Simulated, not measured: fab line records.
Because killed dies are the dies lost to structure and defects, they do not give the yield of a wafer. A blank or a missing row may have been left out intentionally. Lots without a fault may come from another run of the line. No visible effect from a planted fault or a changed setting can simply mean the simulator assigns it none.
Chamber matching    flow nand_harc    NHARC_P_BONDPAD_DESCUM_11 on rie_diel-04: 4 sister chambers
The step chemistry O2, time 3 s. 8 wafers are shown with their chamber, then 7 later ones without.

## EACH WAFER AND ITS CHAMBER
wafer   chamber  drypump_motor_current_A (A)  oes_product_au (a.u.)
L480.2  1        5.4                          1.002
L481.2  0        5.5                          0.996
L482.1  0        5.4                          0.984
L483.1  1        5.4                          1.009
L483.2  2        6.3                          1.006
L483.5  3        6.7                          1.014
L486.1  3        6.6                          0.993
L486.3  2        6.3                          0.995

## WAFERS WHOSE CHAMBER IS MISSING
wafer   drypump_motor_current_A (A)  oes_product_au (a.u.)
L486.5  5.5                          1.003
L488.3  6.3                          0.997
L488.4  5.4                          1.010
L488.6  5.5                          1.006
L501.4  5.4                          1.011
L501.5  6.3                          1.007
L501.6  6.6                          1.003

## EACH ONE'S CHAMBER
wafer   from the rows above      in truth
L486.5  can't be placed: 0 or 1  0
L488.3  2                        2
L488.4  can't be placed: 1 or 0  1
L488.6  can't be placed: 0 or 1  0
L501.4  can't be placed: 1 or 0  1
L501.5  2                        2
L501.6  3                        3
3 of 7 placed correctly. Cannot be placed on the basis of these rows: 4; the candidates contain the true chamber in 4. 0 placed wrongly.
How it was worked out, from the rows above alone: a wafer's distance from a chamber is the root of the sum, over the readings, of the square of ((its reading less the chamber's mean) divided by the reading's scatter). If the next closest chamber is less than 2 further off than the closest, the wafer can't be placed; otherwise it belongs to the closest. For every chamber, the mean is computed from those of its wafers that are shown. The scatter is the square root of a quotient: the sum, over the shown wafers, of each reading's squared deviation from its chamber's mean, divided by wafers minus chambers.
